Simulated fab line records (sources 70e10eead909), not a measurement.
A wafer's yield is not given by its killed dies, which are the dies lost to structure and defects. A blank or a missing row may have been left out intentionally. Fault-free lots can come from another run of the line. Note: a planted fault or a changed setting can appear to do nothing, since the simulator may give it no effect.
Matching of chambers / flow nand-harc / NHARC_P_M2_CMP_23 on cmp-03 has 4 sister chambers
The step polishes, t overpolish 20 s, target thk 144.3 nm. 20 wafers are shown with their chamber, then 10 later ones without.

## WAFERS WITH THEIR CHAMBER
wafer=L076.2; chamber=0; motor-current-A (A)=13.1; time-to-endpoint-s (s)=32.0
wafer=L076.3; chamber=1; motor-current-A (A)=11.6; time-to-endpoint-s (s)=28.0
wafer=L076.4; chamber=2; motor-current-A (A)=13.0; time-to-endpoint-s (s)=30.9
wafer=L075.3; chamber=3; motor-current-A (A)=14.6; time-to-endpoint-s (s)=28.0
wafer=L075.5; chamber=0; motor-current-A (A)=13.9; time-to-endpoint-s (s)=27.7
wafer=L075.6; chamber=1; motor-current-A (A)=11.0; time-to-endpoint-s (s)=27.0
wafer=L077.4; chamber=2; motor-current-A (A)=12.9; time-to-endpoint-s (s)=31.4
wafer=L077.5; chamber=0; motor-current-A (A)=13.0; time-to-endpoint-s (s)=29.7
wafer=L077.6; chamber=3; motor-current-A (A)=13.9; time-to-endpoint-s (s)=31.2
wafer=L078.1; chamber=2; motor-current-A (A)=13.5; time-to-endpoint-s (s)=27.1
wafer=L078.2; chamber=1; motor-current-A (A)=11.2; time-to-endpoint-s (s)=29.2
wafer=L078.3; chamber=3; motor-current-A (A)=14.3; time-to-endpoint-s (s)=28.4
wafer=L081.2; chamber=0; motor-current-A (A)=13.5; time-to-endpoint-s (s)=28.0
wafer=L081.3; chamber=2; motor-current-A (A)=12.7; time-to-endpoint-s (s)=28.4
wafer=L081.5; chamber=0; motor-current-A (A)=13.2; time-to-endpoint-s (s)=29.3
wafer=L089.1; chamber=3; motor-current-A (A)=13.0; time-to-endpoint-s (s)=31.2
wafer=L089.2; chamber=2; motor-current-A (A)=13.0; time-to-endpoint-s (s)=30.8
wafer=L089.6; chamber=3; motor-current-A (A)=14.4; time-to-endpoint-s (s)=28.3
wafer=L092.4; chamber=3; motor-current-A (A)=14.1; time-to-endpoint-s (s)=29.3
wafer=L092.5; chamber=2; motor-current-A (A)=13.7; time-to-endpoint-s (s)=28.1

SIGNATURES (averages over the wafers above)
reading=motor-current-A; chamber 0=13.340; chamber 1=11.267; chamber 2=13.133; chamber 3=14.050; scatter within a chamber=0.438
reading=time-to-endpoint-s; chamber 0=29.340; chamber 1=28.067; chamber 2=29.450; chamber 3=29.400; scatter within a chamber=1.6
Rule: for a wafer and a chamber, the distance is found by dividing, reading by reading, the gap between the wafer's reading and the chamber's mean by the reading's scatter, squaring, summing and taking the root. The wafer belongs to the nearest chamber; if the next one is less than 2 further off, it can't be placed. How the scatter is found: for the shown wafers, subtract from each reading the mean of its chamber, square and add these, divide the total by (wafers less chambers), then take the root.

## WAFERS WITH NO CHAMBER GIVEN
wafer=L092.6; motor-current-A (A)=11.4; time-to-endpoint-s (s)=28.6
wafer=L093.4; motor-current-A (A)=13.6; time-to-endpoint-s (s)=23.8
wafer=L093.5; motor-current-A (A)=13.3; time-to-endpoint-s (s)=23.9
wafer=L093.6; motor-current-A (A)=14.0; time-to-endpoint-s (s)=21.6
wafer=L094.1; motor-current-A (A)=13.7; time-to-endpoint-s (s)=28.8
wafer=L094.2; motor-current-A (A)=14.0; time-to-endpoint-s (s)=27.8
wafer=L094.4; motor-current-A (A)=11.2; time-to-endpoint-s (s)=25.7
wafer=L097.1; motor-current-A (A)=13.2; time-to-endpoint-s (s)=32.1
wafer=L097.2; motor-current-A (A)=13.7; time-to-endpoint-s (s)=28.9
wafer=L097.5; motor-current-A (A)=13.6; time-to-endpoint-s (s)=33.6

## CHAMBER TAKEN BY EACH
wafer=L092.6; from the rows above=1; in truth=1
wafer=L093.4; from the rows above=can't be placed: 0 or 3 or 2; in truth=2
wafer=L093.5; from the rows above=can't be placed: 0 or 2 or 3 or 1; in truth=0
wafer=L093.6; from the rows above=can't be placed: 3 or 0 or 2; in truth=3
wafer=L094.1; from the rows above=can't be placed: 3 or 0 or 2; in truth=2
wafer=L094.2; from the rows above=can't be placed: 3 or 0 or 2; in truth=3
wafer=L094.4; from the rows above=1; in truth=1
wafer=L097.1; from the rows above=can't be placed: 2 or 0 or 3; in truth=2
wafer=L097.2; from the rows above=can't be placed: 3 or 0 or 2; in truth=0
wafer=L097.5; from the rows above=can't be placed: 0 or 2 or 3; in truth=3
Correctly placed: 2 of 10. Cannot be placed on the basis of these rows: 8; the candidates contain the true chamber in 8. Placed wrongly: 0.
